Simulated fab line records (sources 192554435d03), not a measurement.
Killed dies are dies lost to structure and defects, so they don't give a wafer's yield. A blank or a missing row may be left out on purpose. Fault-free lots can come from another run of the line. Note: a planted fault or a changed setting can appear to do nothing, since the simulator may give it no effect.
fab line records	flow n5Finfet	part 1 of 2: steps 1 to 30 of 31
[record] lots = 6	wafers = 18	lastDay = 18
route steps=1938 shown PASSIVATION@1904
lots that met no fault: taken from a fault-free run of the same line
startH: hours from the record's opening day to when the first of the lot's shown wafers began	waitH: time in hours since the lot's previous step	" same as the row above	L1.1+2: a single row standing in for several wafers	- no value, or no start given	* or withheld: withheld	< > ~ a bound
route shown NAME@n: a module of which the file shows steps, and the number in the route of the first	usual: mean/standard deviation taken from wafers without a fault	same: alike in all rows	chamber/n: place in a boat	sites: per-site readings	_std_site: the standard deviation of these	_edge_site: outer sites' mean less inner sites'	radiusMm: how far each site lies from the wafer's centre	mask NAME#n: copy n	behind: the tool/chamber that last shaped the wafer	hold: what put the lot on hold/how long, in hours/how the hold closed	device: the transistor (n, p or np) that didn't switch	end of line: the same wafers' tests at the end of the route	a step with no rows: only its recipe	killed: dies lost to structure and defects at the first sort, not the wafer's yield	map: the dies of a wafer, with x for killed, . for not killed, _ for no die there
set.NAME: the setting that was run; set.NAME@STEP: the one run at that earlier step	model.NAME: the simulator's own value behind a step, which no gauge read
a table for each step, a row for each wafer; lots at some steps of the route
services: when a tool's chamber went out of use (startH, in hours from the record's first day, below 0 if earlier), for how many hours, and the reason
[[steps]]
[step N5_PASSIVATION_HARDBAKE_31]
[recipe] tempC = 130	timeS = 120
[step N5_PASSIVATION_CD_MEAS_30]
[recipe] targetCdNm = 4000	landingEnergyEv = 500	detector = seInlens	polarity = opening
[usual] cdNm = 3999.9/2
lot.wafer	tool	chamber	startH	waitH	cdNm
L667.3	cdSem-03	0	284.46	-	3998.6
L667.4	"	0	"	"	4001.3
L667.6	"	0	"	"	3998.8
L666.1	cdSem-02	0	284.80	-	4003.8
L666.4	"	0	"	"	4003.2
L666.6	"	0	"	"	4001.0
L670.1	cdSem-02	0	324.41	-	4002.3
L670.3	"	0	"	"	4001.2
L670.4	"	0	"	"	4000.6
L671.1	cdSem-02	0	336.88	-	4000.1
L671.3	"	0	"	"	3999.4
L671.6	"	0	"	"	3999.1
L682.4	cdSem-01	0	383.72	-	3995.5
L682.5	"	0	"	"	3995.8
L682.6	"	0	"	"	3995.9
L685.1	cdSem-01	0	416.97	-	3997.2
L685.5	"	0	"	"	3997.3
L685.6	"	0	"	"	3996.9
[step N5_PASSIVATION_OVL_MEAS_63]
[recipe] pointsPerWafer = 44
[usual] PAD_OVL = 0/6.5
lot.wafer	tool	chamber	startH	waitH	PAD_OVL[nm]
L667.3	overlay-02	0	284.49	0.0	4
L667.4	"	0	"	"	-4
L667.6	"	0	"	"	-6
L666.1	overlay-02	0	284.83	0.0	-9
L666.4	"	0	"	"	8
L666.6	"	0	"	"	12
L670.1	overlay-02	0	324.44	0.0	-4
L670.3	"	0	"	"	-3
L670.4	"	0	"	"	-10
L671.1	overlay-02	0	336.91	0.0	1
L671.3	"	0	"	"	-4
L671.6	"	0	"	"	-7
L682.4	overlay-01	0	383.75	0.0	11
L682.5	"	0	"	"	4
L682.6	"	0	"	"	16
L685.1	overlay-02	0	417.00	0.0	-7
L685.5	"	0	"	"	-5
L685.6	"	0	"	"	7
[step N5_PASSIVATION_INSPECT_64]
[recipe] mode = adi	inspectInstrument = macro
[usual] rawDefectCount = 1.9/1.5
lot.wafer	tool	chamber	startH	waitH	rawDefectCount
L667.3	defectInspect-01	-	284.51	0.0	4
L667.4	"	-	"	"	3
L667.6	"	-	"	"	1
L666.1	defectInspect-01	-	284.86	0.0	3
L666.4	"	-	"	"	4
L666.6	"	-	"	"	5
L670.1	defectInspect-02	-	324.47	0.0	3
L670.3	"	-	"	"	4
L670.4	"	-	"	"	1
L671.1	defectInspect-01	-	336.93	0.0	1
L671.3	"	-	"	"	0
L671.6	"	-	"	"	2
L682.4	defectInspect-01	-	383.77	0.0	0
L682.5	"	-	"	"	3
L682.6	"	-	"	"	2
L685.1	defectInspect-02	-	417.02	0.0	0
L685.5	"	-	"	"	4
L685.6	"	-	"	"	3
[step N5_PASSIVATION_DESCUM_32]
[recipe] chemistry = O2	timeS = 7.9	sourcePowerW = 50	biasPowerW = 20	pressureMtorr = 20	rfFrequencyHz = 2.712e+07	tempC = 40	o2FlowSccm = 225
[step N5_PASSIVATION_AL_ETCH_33]
[recipe] chemistry = Cl2/BCl3	targetDepthA = 28000	overEtchFrac = 0.15	Cl2_flow_sccm = 180	bcl3FlowSccm = 60	target = Al	stopOn = TaN	timeS = 466.7	ionEnergyEv = 100	pressureMtorr = 10	icpW = 900	biasW = 100
[usual] bcl3FlowSccm = 60.00/0.16	biasW = 99.95/0.28	drypumpMotorCurrentA = 5.7/0.54	oesProductAu = 0.71/0.086	throttleValvePct = 34.24/0.26
[same] timeS = 466.7
lot.wafer	tool	chamber	startH	waitH	bcl3FlowSccm	biasW	drypumpMotorCurrentA	oesProductAu	rfHoursCounterH	throttleValvePct
L667.3	rieMetal-02	0	284.76	0.2	59.89	99.96	6.1	0.64	-	34.49
L667.4	"	1	"	"	60.11	99.84	5.6	0.76	-	34.38
L667.6	"	1	"	"	59.79	99.99	5.6	0.76	-	34.37
L666.1	rieMetal-03	1	285.38	0.1	59.77	100.08	5.9	0.60	88	33.81
L666.4	"	0	"	"	60.01	99.97	4.6	0.69	-	34.45
L666.6	"	0	"	"	60.14	99.88	4.7	0.68	-	34.45
L670.1	rieMetal-01	0	324.59	0.1	60.08	100.55	6.2	0.76	21	34.37
L670.3	"	1	"	"	60.17	100.11	5.8	0.90	-	33.99
L670.4	"	0	"	"	59.69	100.06	6.1	0.75	-	34.38
L671.1	rieMetal-01	1	337.05	0.1	60.19	100.42	5.8	0.88	1	33.97
L671.3	"	1	"	"	60.17	100.44	5.8	0.88	-	33.96
L671.6	"	1	"	"	60.22	99.99	5.8	0.89	-	33.97
L682.4	rieMetal-02	1	384.30	0.4	60.08	99.58	5.6	0.74	-	34.36
L682.5	"	1	"	"	59.84	99.96	5.6	0.72	-	34.39
L682.6	"	1	"	"	60.01	100.04	5.5	0.73	-	34.36
L685.1	rieMetal-01	1	417.14	0.1	59.84	100.01	5.8	0.83	8	34.00
L685.5	"	0	"	"	59.94	99.88	6.1	0.73	-	34.37
L685.6	"	1	"	"	59.81	100.53	5.8	0.82	-	33.98
[step N5_PASSIVATION_ETCH_59]
[recipe] chemistry = Cl2/BCl3	target = TaN	targetDepthA = 650	timeS = 34.9	ionEnergyEv = 100	pressureMtorr = 10	icpW = 900	biasW = 100	Cl2_flow_sccm = 60	bcl3FlowSccm = 30
[usual] bcl3FlowSccm = 30.00/0.082	biasW = 100.02/0.26	drypumpMotorCurrentA = 5.7/0.54	oesProductAu = 0.79/0.099	throttleValvePct = 21.07/0.2
[same] timeS = 34.9
lot.wafer	tool	chamber	startH	waitH	bcl3FlowSccm	biasW	drypumpMotorCurrentA	oesProductAu	rfHoursCounterH	throttleValvePct
L667.3	rieMetal-02	0	285.06	0.2	30.03	99.71	6.1	0.71	-	21.23
L667.4	"	1	"	"	29.89	100.00	5.6	0.88	-	21.07
L667.6	"	1	"	"	29.98	99.74	5.6	0.88	-	21.08
L666.1	rieMetal-03	1	285.78	0.3	29.87	99.91	5.9	0.68	88	20.77
L666.4	"	0	"	"	29.92	99.95	4.6	0.76	-	21.30
L666.6	"	0	"	"	30.10	99.70	4.6	0.77	-	21.30
L670.1	rieMetal-01	0	324.99	0.3	29.97	99.46	6.2	0.83	21	21.10
L670.3	"	1	"	"	30.06	99.72	5.8	1.03	-	20.82
L670.4	"	0	"	"	30.02	99.82	6.1	0.84	-	21.09
L671.1	rieMetal-01	1	337.45	0.3	30.08	99.82	5.8	1.01	2	20.85
L671.3	"	1	"	"	30.05	99.74	5.8	1.00	-	20.84
L671.6	"	1	"	"	30.05	99.98	5.8	1.01	-	20.84
L682.4	rieMetal-02	1	384.80	0.4	29.98	99.99	5.6	0.83	-	21.11
L682.5	"	1	"	"	30.00	100.09	5.6	0.84	-	21.10
L682.6	"	1	"	"	29.98	100.42	5.6	0.85	-	21.06
L685.1	rieMetal-01	1	417.54	0.3	30.03	100.02	5.8	0.93	9	20.87
L685.5	"	0	"	"	29.99	99.66	6.1	0.79	-	21.14
L685.6	"	1	"	"	30.04	100.39	5.8	0.94	-	20.88
[step N5_PASSIVATION_STRIP_34]
[recipe] chemistry = O2	powerW = 600	tempC = 60	pressureMtorr = 30	rfFrequencyHz = 6e+07	biasPowerW = 0	overashFraction = 2	o2FlowSccm = 225
[step N5_PASSIVATION_STRIP_51]
[recipe] chemistry = postEtchResidueRemover	timeS = 1200	tempC = 72.5
[step N5_PASSIVATION_CLEAN_69]
[recipe] chemistry = IPA	timeS = 180	tempC = 25
[step N5_PASSIVATION_SRD_70]
[recipe] dry = ipaMarangoni	timeS = 30	tempC = 23	rinseLiquid = diw
[step N5_PASSIVATION_PECVD_53]
[recipe] material = SiO2	targetThkA = 8000	tempC = 400	precursor = TEOS/O2	pressureTorr = 6.5	rfW = withheld	teosFlowSccm = withheld	gas = O2	flowSccm = 2650	timeS = 169.4
[step N5_PASSIVATION_PECVD_35]
[recipe] material = SiNx	targetThkA = 7000	tempC = 400	precursor = SiH4/NH3/N2	pressureTorr = 4.9	rfW = 1406	timeS = 151.3
[usual] heaterPowerOuterW = 213/94	heaterPowerW = 428/100	runLengthS = 195.2/0.69	showerheadPlenumPTorr = 8.68/0.084	showerheadVppV = 2345/79	throttleValvePct = 28.5/1.2
lot.wafer	tool	chamber	startH	waitH	heaterPowerOuterW	heaterPowerW	runLengthS	showerheadPlenumPTorr	showerheadVppV	throttleValvePct	model.SiNx_of_PASSIVATION_PECVD_35.thkNm
L667.3	pecvd-04	1	285.87	0.1	100	317	196.1	8.70	2374	29.4	701.2
L667.4	"	2	"	"	38	222	194.2	8.66	2380	28.7	712
L667.6	"	1	"	"	131	351	195.4	8.70	2396	29.6	706
L666.1	pecvd-01	1	286.58	0.1	257	510	194.3	8.74	2382	30.2	675.6
L666.4	"	0	"	"	192	359	196.6	8.78	2426	27.5	702
L666.6	"	1	"	"	275	544	193.8	8.71	2351	30.1	687.4
L670.1	pecvd-01	1	325.73	0.1	237	498	177.1	8.69	2397	30.1	619.8
L670.3	"	0	"	"	302	498	178.5	8.80	2430	27.6	623
L670.4	"	2	"	"	361	539	195.1	8.53	2310	26.7	710.6
L671.1	pecvd-01	0	338.86	0.1	309	521	178.6	8.79	2403	27.4	607.4
L671.3	"	1	"	"	178	424	177.0	8.71	2344	30.2	612
L671.6	"	2	"	"	355	532	194.9	8.52	2310	26.6	698.8
L682.4	pecvd-04	2	385.65	0.1	66	255	194.2	8.64	2401	29.0	697.4
L682.5	"	0	"	"	165	388	195.1	8.65	2217	29.4	711.4
L682.6	"	1	"	"	62	263	195.5	8.72	2318	29.7	706.4
L685.1	pecvd-04	2	418.31	0.1	42	233	194.2	8.64	2390	29.0	696
L685.5	"	1	"	"	168	402	195.5	8.72	2337	29.7	711.2
L685.6	"	0	"	"	187	419	195.1	8.64	2305	29.2	714.4
[step N5_PASSIVATION_HMDS_37]
[recipe] timeS = 60	tempC = 120
[step N5_PASSIVATION_COAT_38]
[recipe] spinRpm = 3000	resistThkNm = withheld
[step N5_PASSIVATION_EBR_40]
[recipe] solvent = PGMEA	ebrWidthMm = 1.5
[step N5_PASSIVATION_SOFTBAKE_39]
[recipe] tempC = 110	timeS = 120
[step N5_PASSIVATION_EXPOSE_41]
[recipe] maskId = PASS_OPEN	na = 0.55	defocusNm = 0	sourceShape = conventional	sigmaOuter = 0.8	polarization = unpolarized	targetCdNm = 40000	doseMj = 57.25
[step N5_PASSIVATION_PEB_42]
[recipe] pebTempC = withheld	pebTimeS = *
[step N5_PASSIVATION_DEVELOP_43]
[recipe] developTimeS = 60	rinseLiquid = diw	dry = airSpin	devTempC = 21
[step N5_PASSIVATION_HARDBAKE_45]
[recipe] tempC = 130	timeS = 120
[step N5_PASSIVATION_CD_MEAS_44]
[recipe] targetCdNm = 40000	landingEnergyEv = 500	detector = seInlens
[usual] cdNm = 39999/3.7
lot.wafer	tool	chamber	startH	waitH	cdNm
L667.3	cdSem-01	0	286.31	-	39996
L667.4	"	0	"	"	39997
L667.6	"	0	"	"	40000
L666.1	cdSem-02	0	287.01	-	40004
L666.4	"	0	"	"	40005
L666.6	"	0	"	"	40002
L670.1	cdSem-02	0	326.16	-	40004
L670.3	"	0	"	"	40009
L670.4	"	0	"	"	40004
L671.1	cdSem-03	0	339.42	-	39999
L671.3	"	0	"	"	39999
L671.6	"	0	"	"	39994
L682.4	cdSem-02	0	386.03	-	39995
L682.5	"	0	"	"	39988
L682.6	"	0	"	"	40001
L685.1	cdSem-02	0	418.74	-	39996
L685.5	"	0	"	"	39998
L685.6	"	0	"	"	39995
[step N5_PASSIVATION_OVL_MEAS_66]
[recipe] pointsPerWafer = 44
[usual] PASS_OPEN_OVL = 3/5.5
lot.wafer	tool	chamber	startH	waitH	PASS_OPEN_OVL[nm]
L667.3	overlay-01	0	286.33	0.0	9
L667.4	"	0	"	"	10
L667.6	"	0	"	"	21
L666.1	overlay-02	0	287.04	0.0	-1
L666.4	"	0	"	"	3
L666.6	"	0	"	"	0
L670.1	overlay-02	0	326.19	0.0	-3
L670.3	"	0	"	"	8
L670.4	"	0	"	"	-1
L671.1	overlay-02	0	339.45	0.0	6
L671.3	"	0	"	"	-1
L671.6	"	0	"	"	-4
L682.4	overlay-02	0	386.06	0.0	1
L682.5	"	0	"	"	9
L682.6	"	0	"	"	0
L685.1	overlay-01	0	418.77	0.0	6
L685.5	"	0	"	"	7
L685.6	"	0	"	"	0
[step N5_PASSIVATION_INSPECT_67]
[recipe] mode = adi	inspectInstrument = macro
[usual] rawDefectCount = 2.0/1.3
lot.wafer	tool	chamber	startH	waitH	rawDefectCount
L667.3	defectInspect-02	-	286.36	0.0	1
L667.4	"	-	"	"	3
L667.6	"	-	"	"	4
L666.1	defectInspect-02	-	287.06	0.0	3
L666.4	"	-	"	"	1
L666.6	"	-	"	"	3
L670.1	defectInspect-02	-	326.21	0.0	1
L670.3	"	-	"	"	3
L670.4	"	-	"	"	1
L671.1	defectInspect-02	-	339.47	0.0	1
L671.3	"	-	"	"	0
L671.6	"	-	"	"	3
L682.4	defectInspect-02	-	386.08	0.0	1
L682.5	"	-	"	"	3
L682.6	"	-	"	"	5
L685.1	defectInspect-02	-	418.79	0.0	1
L685.5	"	-	"	"	3
L685.6	"	-	"	"	3
[step N5_PASSIVATION_DESCUM_46]
[recipe] chemistry = O2	timeS = 7.9	sourcePowerW = 50	biasPowerW = 20	pressureMtorr = 20	rfFrequencyHz = 2.712e+07	tempC = 40	o2FlowSccm = 225
[usual] drypumpMotorCurrentA = 5.6/0.5	oesProductAu = 0.76/0.048	rfVppV = 242.7/1.2	showerheadPlenumPTorr = 2.07/0.065	throttleValvePct = 20.44/0.25
[same] timeS = 7.9
lot.wafer	tool	chamber	startH	waitH	drypumpMotorCurrentA	oesProductAu	rfHoursCounterH	rfVppV	showerheadPlenumPTorr	throttleValvePct
L667.3	rieDiel-06	3	286.39	0.0	6.6	0.76	126	242.6	2.11	20.67
L667.4	"	2	"	"	5.4	0.77	132	242.8	2.00	20.39
L667.6	"	2	"	"	5.4	0.77	-	243.0	2.00	20.37
L666.1	rieDiel-02	3	287.15	0.1	5.4	0.74	182	243.4	2.18	20.64
L666.4	"	2	"	"	5.1	0.84	66	242.0	2.03	20.66
L666.6	"	1	"	"	5.1	0.80	-	243.0	2.02	20.41
L670.1	rieDiel-02	0	326.25	0.0	5.4	0.70	206	240.9	2.06	20.56
L670.3	"	3	"	"	5.4	0.73	196	245.1	2.18	20.67
L670.4	"	1	"	"	5.0	0.79	92	242.4	2.02	20.44
L671.1	rieDiel-03	0	339.66	0.2	5.5	0.78	129	244.3	2.20	20.05
L671.3	"	2	"	"	5.6	0.80	86	242.3	2.11	20.08
L671.6	"	0	"	"	5.5	0.78	-	245.8	2.20	20.07
L682.4	rieDiel-03	1	387.15	1.1	6.1	0.79	-	243.0	2.11	20.29
L682.5	"	2	"	"	5.6	0.78	-	243.5	2.11	20.13
L682.6	"	3	"	"	6.0	0.71	-	243.3	2.06	20.23
L685.1	rieDiel-02	3	418.83	0.0	5.4	0.71	227	241.8	2.17	20.71
L685.5	"	0	"	"	5.4	0.67	-	242.1	2.05	20.62
L685.6	"	1	"	"	5.0	0.76	-	241.9	2.01	20.50
[step N5_PASSIVATION_PASS_ETCH_47]
[recipe] chemistry = CF4/O2	target = SiNx	targetDepthA = 7700	timeS = 385	ionEnergyEv = 100	pressureMtorr = 40	sourceW = 535	biasW = 49	Ar_flow_sccm = 100	cf4FlowSccm = 100	O2_flow_sccm = 10
[usual] O2_flow_sccm = 10.00/0.033	biasW = 49.02/0.14	drypumpMotorCurrentA = 5.6/0.5	oesProductAu = 0.76/0.047	rfVppV = 240/5.1	showerheadPlenumPTorr = 2.19/0.06	throttleValvePct = 15.90/0.23
[same] timeS = 385
lot.wafer	tool	chamber	startH	waitH	O2_flow_sccm	biasW	drypumpMotorCurrentA	oesProductAu	rfHoursCounterH	rfVppV	showerheadPlenumPTorr	throttleValvePct
L667.3	rieDiel-06	3	286.43	0.0	9.95	49.09	6.6	0.76	126	241	2.22	16.04
L667.4	"	2	"	"	9.98	48.94	5.4	0.78	132	240	2.14	15.97
L667.6	"	2	"	"	10.03	48.83	5.4	0.78	-	242	2.14	15.97
L666.1	rieDiel-02	3	287.19	0.0	10.03	49.05	5.4	0.74	182	240	2.28	16.03
L666.4	"	2	"	"	10.01	48.89	5.1	0.84	67	231	2.14	15.98
L666.6	"	1	"	"	10.00	48.98	5.1	0.80	-	240	2.15	15.95
L670.1	rieDiel-02	0	326.28	0.0	9.99	49.19	5.4	0.69	206	239	2.19	16.20
L670.3	"	3	"	"	9.99	49.03	5.4	0.73	196	238	2.27	16.05
L670.4	"	1	"	"	9.99	49.00	5.1	0.78	92	240	2.15	15.97
L671.1	rieDiel-03	0	339.69	0.0	9.98	49.09	5.5	0.78	129	245	2.29	15.45
L671.3	"	2	"	"	10.03	49.09	5.6	0.80	86	238	2.23	15.58
L671.6	"	0	"	"	10.00	49.17	5.5	0.78	-	245	2.29	15.44
L682.4	rieDiel-03	1	387.28	0.1	10.05	49.36	6.1	0.80	-	248	2.23	15.79
L682.5	"	2	"	"	9.98	49.35	5.6	0.77	-	236	2.22	15.62
L682.6	"	3	"	"	10.03	48.96	6.0	0.69	-	238	2.18	15.73
L685.1	rieDiel-02	3	418.86	0.0	9.99	49.06	5.4	0.71	227	238	2.26	16.13
L685.5	"	0	"	"	9.94	49.11	5.4	0.67	-	239	2.18	16.25
L685.6	"	1	"	"	9.91	49.14	5.1	0.76	-	239	2.14	16.03
[step N5_PASSIVATION_ETCH_54]
[recipe] chemistry = CHF3/O2	target = SiO2	targetDepthA = 8800	CHF3_flow_sccm = 50	O2_flow_sccm = 5	Ar_flow_sccm = 200	timeS = 440	maskMaterial = PR	pressureMtorr = 30	sourceW = 650	biasW = 170	ionEnergyEv = 200
[usual] O2_flow_sccm = 5.001/0.015	biasW = 170.0/0.5	drypumpMotorCurrentA = 5.6/0.5	oesProductAu = 0.76/0.047	rfVppV = 523/11	showerheadPlenumPTorr = 2.39/0.065	throttleValvePct = 18.84/0.25
[same] timeS = 440
lot.wafer	tool	chamber	startH	waitH	O2_flow_sccm	biasW	drypumpMotorCurrentA	oesProductAu	rfHoursCounterH	rfVppV	showerheadPlenumPTorr	throttleValvePct
L667.3	rieDiel-06	3	286.65	0.1	4.994	170.1	6.6	0.76	126	525	2.43	19.02
L667.4	"	2	"	"	5.033	170.6	5.5	0.78	132	524	2.33	18.87
L667.6	"	2	"	"	5.038	170.4	5.5	0.78	-	524	2.33	18.86
L666.1	rieDiel-02	3	287.42	0.1	5.002	170.0	5.4	0.74	182	519	2.49	18.92
L666.4	"	2	"	"	5.003	170.2	5.1	0.84	67	504	2.35	19.04
L666.6	"	1	"	"	5.021	170.2	5.0	0.81	-	523	2.37	19.00
L670.1	rieDiel-02	0	326.51	0.1	4.995	170.1	5.4	0.69	206	518	2.39	19.10
L670.3	"	3	"	"	4.986	169.6	5.4	0.73	196	520	2.48	18.95
L670.4	"	1	"	"	5.029	170.5	5.1	0.79	92	524	2.36	19.02
L671.1	rieDiel-03	0	339.92	0.1	4.989	170.8	5.4	0.78	129	532	2.50	18.34
L671.3	"	2	"	"	5.007	170.1	5.6	0.80	86	519	2.44	18.53
L671.6	"	0	"	"	5.010	169.8	5.5	0.78	-	533	2.50	18.33
L682.4	rieDiel-03	1	387.54	0.1	5.000	170.1	6.2	0.80	-	541	2.43	18.68
L682.5	"	2	"	"	4.985	169.2	5.6	0.78	-	519	2.43	18.56
L682.6	"	3	"	"	5.013	170.1	6.0	0.70	-	516	2.38	18.66
L685.1	rieDiel-02	3	419.09	0.1	5.003	170.2	5.4	0.71	227	518	2.47	19.00
L685.5	"	0	"	"	5.017	169.5	5.4	0.67	-	519	2.38	19.16
L685.6	"	1	"	"	5.011	169.6	5.0	0.76	-	522	2.35	19.08
[step N5_PASSIVATION_STRIP_48]
[recipe] chemistry = O2	powerW = 600	tempC = 60	pressureMtorr = 30	rfFrequencyHz = 6e+07	biasPowerW = 0	overashFraction = 0.5	o2FlowSccm = 225
[step N5_PASSIVATION_STRIP_52]
[recipe] chemistry = postEtchResidueRemover	timeS = 1200	tempC = 72.5
[usual] bathGuardTempC = 72.3/0.48
[same] timeS = 1200
lot.wafer	tool	chamber	startH	waitH	bathGuardTempC	model.SiNx_of_PASSIVATION_PECVD_35.thkNm
L667.3	wetBench-04	1	287.01	-	72.7	700.8
L667.4	"	6	"	"	72.4	711.6
L667.6	"	5	"	"	72.5	705.6
L666.1	wetBench-03	6	287.77	-	71.6	675.4
L666.4	"	1	"	"	72.2	701.6
L666.6	"	0	"	"	71.7	687
L670.1	wetBench-05	0	326.87	-	71.5	619.4
L670.3	"	7	"	"	73.3	622.6
L670.4	"	3	"	"	71.4	710.2
L671.1	wetBench-03	7	340.28	-	73.2	607
L671.3	"	1	"	"	72.0	611.6
L671.6	"	4	"	"	72.0	698.4
L682.4	wetBench-03	0	387.75	-	71.8	697.2
L682.5	"	1	"	"	72.2	711
L682.6	"	2	"	"	71.7	706.2
L685.1	wetBench-04	5	419.45	-	72.0	695.6
L685.5	"	6	"	"	72.9	710.8
L685.6	"	4	"	"	72.4	714
[step N5_PASSIVATION_CLEAN_71]
[recipe] chemistry = IPA	timeS = 180	tempC = 25
[[key]]
[firstSign] step = N5_PASSIVATION_PECVD_35	reading = runLengthS	direction = down	sigmas = 25	usual = *	struck = *
effect none on later readings
[modelEffect] step = N5_PASSIVATION_PECVD_35	value = SiNx_of_PASSIVATION_PECVD_35.thkNm	without = 694.2	struck = 615.5
[modelEffect] step = N5_PASSIVATION_STRIP_52	value = SiNx_of_PASSIVATION_PECVD_35.thkNm	without = 693.9	struck = 615.2
metAt N5_PASSIVATION_PECVD_35
struckWafers L670.1,L670.3,L671.1,L671.3
onsetBetween 286.58 325.73
[fault] kind = processParameterDrift	tool = pecvd-01	chamber = -	onsetH = 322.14	steps = N5_PASSIVATION_PECVD_35	channel = timeS	offset = *	shape = step	endH = 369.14	scope = struckWafersOnly	actsIn = *	stated = *
